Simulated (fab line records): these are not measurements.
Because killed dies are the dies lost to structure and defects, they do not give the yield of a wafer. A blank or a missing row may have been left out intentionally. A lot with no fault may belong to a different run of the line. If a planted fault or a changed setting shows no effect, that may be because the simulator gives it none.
Chamber matching / flow n5_finfet / N5_BEOL_M2_CO_CAP_55 on cvd_co-02: 3 sister chambers
The step material Co, precursor CCTBA/H2, target thk 2 nm, time 102.1 s. 16 wafers are shown with their chamber, then 8 later ones without.

== WAFERS WITH THEIR CHAMBER ==
wafer=L493.3; chamber=2; heater_power_w (W)=231
wafer=L493.5; chamber=2; heater_power_w (W)=229
wafer=L493.6; chamber=1; heater_power_w (W)=242
wafer=L494.3; chamber=0; heater_power_w (W)=262
wafer=L494.4; chamber=2; heater_power_w (W)=226
wafer=L494.6; chamber=1; heater_power_w (W)=244
wafer=L495.2; chamber=0; heater_power_w (W)=261
wafer=L495.3; chamber=1; heater_power_w (W)=243
wafer=L495.6; chamber=0; heater_power_w (W)=253
wafer=L496.3; chamber=1; heater_power_w (W)=242
wafer=L496.4; chamber=1; heater_power_w (W)=251
wafer=L496.6; chamber=0; heater_power_w (W)=260
wafer=L504.1; chamber=1; heater_power_w (W)=240
wafer=L504.4; chamber=1; heater_power_w (W)=241
wafer=L504.6; chamber=2; heater_power_w (W)=227
wafer=L488.1; chamber=1; heater_power_w (W)=243

SIGNATURES (averages over the wafers above)
reading=heater_power_w; chamber 0=259.00; chamber 1=243.25; chamber 2=228.25; scatter within a chamber=3.33
Rule: a wafer's distance from a chamber is the root of the sum, over the readings, of the square of ((its reading less the chamber's mean) divided by the reading's scatter). The wafer belongs to the nearest chamber; if the next one is less than 2 further off, it can't be placed. The scatter: take each reading less its chamber's mean, square it, sum over the shown wafers, divide by the number of wafers less the number of chambers, and take the root.

== WAFERS WHOSE CHAMBER IS MISSING ==
wafer=L488.2; heater_power_w (W)=240
wafer=L488.6; heater_power_w (W)=234
wafer=L506.1; heater_power_w (W)=229
wafer=L506.2; heater_power_w (W)=242
wafer=L506.6; heater_power_w (W)=239
wafer=L503.1; heater_power_w (W)=232
wafer=L503.2; heater_power_w (W)=247
wafer=L503.6; heater_power_w (W)=233

== CHAMBER TAKEN BY EACH ==
wafer=L488.2; from the rows above=1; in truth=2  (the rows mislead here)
wafer=L488.6; from the rows above=can't be placed: 2 or 1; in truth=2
wafer=L506.1; from the rows above=2; in truth=2
wafer=L506.2; from the rows above=1; in truth=1
wafer=L506.6; from the rows above=can't be placed: 1 or 2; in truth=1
wafer=L503.1; from the rows above=2; in truth=2
wafer=L503.2; from the rows above=1; in truth=1
wafer=L503.6; from the rows above=can't be placed: 2 or 1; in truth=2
Correct placement for 4 of the 8. Cannot be placed on the basis of these rows: 3; the candidates contain the true chamber in 3. 1 placed wrongly.
